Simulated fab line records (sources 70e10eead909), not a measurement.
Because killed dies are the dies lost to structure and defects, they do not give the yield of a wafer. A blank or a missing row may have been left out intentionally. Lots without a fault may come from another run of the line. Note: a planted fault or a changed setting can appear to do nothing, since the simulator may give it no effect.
Chamber matching    flow nandHarc    NHARC_A_CONTACT_DEP_85 on pecvd-01: 3 sister chambers
The step deposits SiON, target thk 50 nm. 24 wafers are shown with their chamber, then 12 later ones without.

## WAFERS WITH THEIR CHAMBER
wafer   chamber  heaterPowerW (W)  chamberPressureTorr (Torr)
L074.1  1        775               3.509
L074.2  2        786               3.493
L074.3  0        698               3.506
L077.3  2        803               3.516
L077.4  2        807               3.491
L077.6  1        833               3.500
L076.1  0        730               3.504
L076.3  1        737               3.503
L076.6  0        705               3.496
L079.2  0        757               3.506
L079.4  1        801               3.502
L079.6  0        760               3.506
L078.2  1        835               3.505
L078.3  2        845               3.482
L078.6  2        815               3.495
L083.1  0        716               3.492
L083.3  2        705               3.504
L083.6  2        706               3.516
L082.1  1        724               3.498
L082.4  2        733               3.514
L082.5  1        723               3.505
L087.4  2        704               3.502
L087.5  0        746               3.502
L087.6  1        787               3.494

SIGNATURES (averages over the wafers above)
reading              chamber 0  chamber 1  chamber 2  scatter within a chamber
heaterPowerW         730.29     776.88     767.11     45
chamberPressureTorr  3.50171    3.50200    3.50144    0.00853
Rule: a wafer's distance from a chamber is the root of the sum, over the readings, of the square of ((its reading less the chamber's mean) divided by the reading's scatter). If the next closest chamber is less than 2 further off than the closest, the wafer can't be placed; otherwise it belongs to the closest. How the scatter is found: for the shown wafers, subtract from each reading the mean of its chamber, square and add these, divide the total by (wafers less chambers), then take the root.

## WAFERS WITH NO CHAMBER GIVEN
wafer   heaterPowerW (W)  chamberPressureTorr (Torr)
L090.1  753               3.509
L090.2  668               3.509
L090.5  816               3.493
L091.2  674               3.493
L091.4  701               3.486
L091.6  798               3.508
L093.2  716               3.507
L093.5  751               3.493
L093.6  784               3.501
L094.4  742               3.501
L094.5  803               3.497
L094.6  666               3.509

## EACH ONE'S CHAMBER
wafer   from the rows above           in truth
L090.1  can't be placed: 2 or 1 or 0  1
L090.2  can't be placed: 0 or 2 or 1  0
L090.5  can't be placed: 1 or 2 or 0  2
L091.2  can't be placed: 0 or 2 or 1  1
L091.4  can't be placed: 0 or 2 or 1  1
L091.6  can't be placed: 1 or 2 or 0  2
L093.2  can't be placed: 0 or 2 or 1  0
L093.5  can't be placed: 2 or 0 or 1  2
L093.6  can't be placed: 1 or 2 or 0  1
L094.4  can't be placed: 0 or 2 or 1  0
L094.5  can't be placed: 1 or 2 or 0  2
L094.6  can't be placed: 0 or 2 or 1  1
0 of 12 placed correctly. From these rows, 12 cannot be placed; in 12 the true chamber is one of the candidates. 0 placed wrongly.
